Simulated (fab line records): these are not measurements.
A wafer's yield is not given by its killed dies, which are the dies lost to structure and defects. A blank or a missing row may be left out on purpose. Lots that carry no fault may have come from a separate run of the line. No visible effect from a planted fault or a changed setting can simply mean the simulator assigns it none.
Code-filled problem report in 8D (eight disciplines) form | flow nandHarc | the parts of the form that need people (team, actions taken, sign-off) are left out

## 1. WHAT WENT WRONG
NHARC_A_SGD_CUT_ETCHBACK_24, oesProductAu: mean 0.81 a.u. over 1 wafer from 1 lot; wafers with no fault: 0.97 a.u., standard deviation 0.034. Measured from the usual mean, that is -4.7 standard deviations.
The step: etches the open film in CH3F/O2, target depth 50 nm, time 92.857 s.
First observed at day 24 00:58: wafer L967.1, on rieDiel-09. At this step, 15 wafers from 5 lots have a number in the record. The rule behind "out" and "out of limits": a value lying over 4 standard deviations away from the usual mean. The other wafers with a number count as sound.

## 2. WHAT IT IS, AND WHAT IT ISN'T
question                    | is                | is not
which readings at this step | oesProductAu      | drypumpMotorCurrentA, rfVppV, showerheadPlenumPTorr, throttleValvePct
which lots                  | L967              | L956, L973, L974, L978
which wafers of those lots  | L967.1            | L967.2, L967.3
read on which tools         | rieDiel-09        | rieDiel-10
when                        | from day 24 00:58 | up to then (5 sound wafers); but 9 sound wafers of L973, L974, L978 came after

## 3. THE SUSPECTS, EACH WITH WHAT RULES IT OUT
Counting: if a tool at a process step up to the reading ran every lot that is out, it stays a suspect. Sound lots after the first of them don't rule it out here, since some wafers of a struck lot are sound.
- rieDiel-09 at NHARC_A_SGD_CUT_ETCH_15 (etches the open film in CH3F/O2, target depth 75 nm, time 64.3 s): kept. It ran the lot that is out, L967 (day 24 00:29). With no start given for some of its lots, NHARC_A_SGD_CUT_ETCH_15 uses the hours and lot order of NHARC_A_SGD_CUT_CMP_21.
- rieDiel-09 at NHARC_A_SGD_CUT_ETCH_16 (etches the open film in C4F8/O2/Ar, target depth 310.5 nm, time 155.2 s): kept. It ran the lot that is out, L967 (day 24 00:29). With no start given for some of its lots, NHARC_A_SGD_CUT_ETCH_16 uses the hours and lot order of NHARC_A_SGD_CUT_CMP_21.
- rieDiel-09 at NHARC_A_SGD_CUT_STRIP_17 (strips in O2): kept. It ran the lot that is out, L967 (day 24 00:29). With no start given for some of its lots, NHARC_A_SGD_CUT_STRIP_17 uses the hours and lot order of NHARC_A_SGD_CUT_CMP_21.
- cmp-02 at NHARC_A_SGD_CUT_CMP_21 (polishes, target thk 148.19 nm): kept. It ran the lot that is out, L967 (day 24 00:29).
- rieDiel-09 at NHARC_A_SGD_CUT_ETCHBACK_24 (etches the open film in CH3F/O2, target depth 50 nm, time 92.857 s): kept. It ran the lot that is out, L967 (day 24 00:58). Its own oesProductAu readings are out on those wafers.
- Within rieDiel-09 at NHARC_A_SGD_CUT_ETCH_15: the wafers that are out ran in chamber 3; their sound lot-mates ran in chambers 0, 2.
- Within rieDiel-09 at NHARC_A_SGD_CUT_ETCH_16: the wafers that are out ran in chamber 1; their sound lot-mates ran in chambers 0, 3.
- Within rieDiel-09 at NHARC_A_SGD_CUT_STRIP_17: the wafers that are out ran in chamber 2; their sound lot-mates ran in chambers 1, 3.
- Within cmp-02 at NHARC_A_SGD_CUT_CMP_21: the wafers that are out ran in chamber 2; their sound lot-mates ran in chambers 1, 3.
- Within rieDiel-09 at NHARC_A_SGD_CUT_ETCHBACK_24: the wafers that are out ran in chamber 0; their sound lot-mates ran in chambers 2, 3.
Left after counting: rieDiel-09 at NHARC_A_SGD_CUT_ETCH_15, rieDiel-09 at NHARC_A_SGD_CUT_ETCH_16, rieDiel-09 at NHARC_A_SGD_CUT_STRIP_17, cmp-02 at NHARC_A_SGD_CUT_CMP_21, rieDiel-09 at NHARC_A_SGD_CUT_ETCHBACK_24.

## 4. THE CAUSE (what the simulator had put in)
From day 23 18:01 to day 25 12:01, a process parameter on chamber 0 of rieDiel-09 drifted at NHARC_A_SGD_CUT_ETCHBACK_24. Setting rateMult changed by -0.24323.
After counting, 5 suspects remain, this tool included.

## 5. THE CHAIN OF EFFECTS, in route order
Rows list readings where the struck wafers' mean (over those with a number) sits beyond 3 standard deviations from the usual. Scope: only readings with a usual standard deviation given in the record; hours: median across lots of the time from each lot's start at the first step in this table that gives one to its start at this step; sigmas: change in usual standard deviations.
hours | step                        | reading      | usual     | on struck wafers | change | sigmas
0     | NHARC_A_SGD_CUT_ETCHBACK_24 | oesProductAu | 0.97 a.u. | 0.81             | -0.16  | -4.7
Here are the process steps it includes:
- NHARC_A_SGD_CUT_ETCHBACK_24: etches the open film in CH3F/O2, target depth 50 nm, time 92.857 s.

## 6. HOW IT WOULD HAVE BEEN CAUGHT EARLIER
First out-of-limits reading in this record: day 24 00:58, which is 7 hours after fault onset at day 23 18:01.
